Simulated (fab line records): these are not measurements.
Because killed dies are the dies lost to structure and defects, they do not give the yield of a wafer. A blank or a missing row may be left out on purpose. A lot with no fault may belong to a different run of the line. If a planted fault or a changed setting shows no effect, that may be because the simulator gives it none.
Split-lot study ; flow n5-finfet ; 21 wafers read across 7 lots, on a route 1938 steps long

SPLIT DETAILS
At N5_BEOL_M0_SAQP_SPACER2_ALD_26 (deposits SiO2, target thk 15 nm, pulse time 1 s, purge time 2 s), the setting target-thk-a was moved away from the recipe's 150 angstrom on 6 of the 21 wafers read, by -12.9% to +9.0%. All remaining wafers had this setting at the recipe value.

FROM THE SPLIT TO THE READING: what the file shows between them, 2 steps
- N5_BEOL_M0_SAQP_SPACER2_ETCHBACK_27: etches SiO2 in CHF3/O2, target depth 22.5 nm, time 11.25 s
- N5_BEOL_M0_SAQP_MANDREL2_REMOVE_110: chemistry HBr/Cl2/O2, target a-Si, stops on SiCN, bt time 10 s

THE READING
At N5_BEOL_M0_SAQP_CD_MEAS_29: cd-nm in nanometres, against a target cd of 14.4 nm. Fault-free wafers of this fab line usually give 14.99 nm, standard deviation 0.22 nm.

wafer;tool, chamber at the split;target-thk-a as run, angstrom;against the recipe;cd-nm, nm;against lot-mates on the recipe
L075.1;ald-sin-01, 0;163.5;+9.0%;16.25;+1.33
L075.4;ald-sin-01, 1,3;150;recipe;14.92;-
L075.5;ald-sin-01, 1,3;150;recipe;14.92;-
L083.2;ald-sin-01, 2;139.6;-6.9%;14.31;-0.53
L083.4;ald-sin-01, 0,2;150;recipe;14.90;-
L083.6;ald-sin-01, 0,2;150;recipe;14.78;-
L082.1;ald-sin-01, 2;150;recipe;14.74;-
L082.4;ald-sin-01, 1,0;150;recipe;15.42;-
L082.5;ald-sin-01, 1,0;150;recipe;15.04;-
L090.1;ald-sin-03, 2;133.7;-10.9%;13.87;-1.33
L090.3;ald-sin-03, 0;150;recipe;15.20;-
L090.6;ald-sin-03, 2;133.7;-10.9%;13.33;-1.87
L092.1;ald-sin-01, 3,0;130.6;-12.9%;13.18;-1.52
L092.2;ald-sin-01, 1;150;recipe;14.70;-
L092.4;ald-sin-01, 3,0;130.6;-12.9%;13.49;-1.21
L094.1;ald-sin-01, 0,1,2;150;recipe;14.42;-
L094.2;ald-sin-01, 0,1,2;150;recipe;15.14;-
L094.6;ald-sin-01, 0,1,2;150;recipe;15.18;-
L096.2;ald-sin-03, 3;150;recipe;14.68;-
L096.4;ald-sin-03, 0;150;recipe;15.28;-
L096.6;ald-sin-03, 3;150;recipe;15.08;-
The file does not say which wafer passed through which chamber wherever a row lists several chambers: such a row stands for several wafers.

THE FIT
A straight line over all 21 wafers: cd-nm changes by +0.127 nm for each +1% of target-thk-a; r = +0.94; the points scatter about the line by 0.26 nm.
The same after taking each lot's own level away (the mean of its wafers on the recipe; 21 wafers): +0.124 nm for each +1%; r = +0.93; scatter 0.27 nm.
On that fit, the largest move of target-thk-a shifts the reading by 1.6 nm.
Across the lots, their own levels run from 14.700 to 15.200 nm, a range of 2.3 times the standard deviation given above.
The two slopes are in agreement: the lot-to-lot level therefore moves the slope only a little.
Check: for one of the wafers moved furthest among these (-12.9%), held out of the fit, the line's prediction against its lot-mates is -1.6 nm. Against them it came out at -1.52 nm.

OTHER SPLITS ON THESE WAFERS
Before the reading, these wafers also passed through other splits. Each is held against what the fit with the lots' levels taken away leaves over:
other split on the same wafers;wafers away from the commonest value;r with cd-nm (lot level and that fit taken away)
N5_SD_EPI_N_PRECLEAN_49 temp-c;6;+0.08
N5_HKMG_FIN_PEB_47 peb-time-s;9;-0.05
N5_HKMG_FIN_ETCH_55 bias-w;8;-0.15
N5_HKMG_FIN_COAT_29 spin-rpm;10;+0.15
N5_HKMG_FIN_PEB_10 peb-time-s;6;+0.40
N5_GATE_CUT_ALD_22 ald-cycles;9;-0.01
N5_MOL_CONTACT_COAG_ETCH_91 time-s;10;+0.20

THE WHOLE CHAIN: every reading that the file lists as answering this split, in the file's order
step;what it does;reading;change (the file's fit);r (the file's)
N5_BEOL_M0_SAQP_SPACER2_ALD_26;deposits SiO2, target thk 15 nm, pulse time 1 s, purge time 2 s;SiO2_of_BEOL_M0_SAQP_SPACER2_ALD_26.thk-nm (the simulator's own value, which no gauge read);+0.147 nm for each +1% of the setting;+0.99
N5_BEOL_M0_SAQP_MANDREL2_REMOVE_110;chemistry HBr/Cl2/O2, target a-Si, stops on SiCN, bt time 10 s;BEOL_M0_SAQP.cd-nm (the simulator's own value, which no gauge read);+0.141 nm for each +1% of the setting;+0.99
N5_BEOL_M0_SAQP_CD_MEAS_29;target cd 14.4 nm;cd-nm;+0.122 nm for each +1% of the setting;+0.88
N5_BEOL_M0_HM_OPEN_105;chemistry Cl2/BCl3, target TiN, target depth 12 nm;SiO2_of_BEOL_M0_SAQP_SPACER2_ALD_26.thk-nm (the simulator's own value, which no gauge read);+0.107 nm for each +1% of the setting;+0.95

THE FILE'S OWN FIT
cd-nm changes by +0.122 nm for each +1% of target-thk-a, r = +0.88.
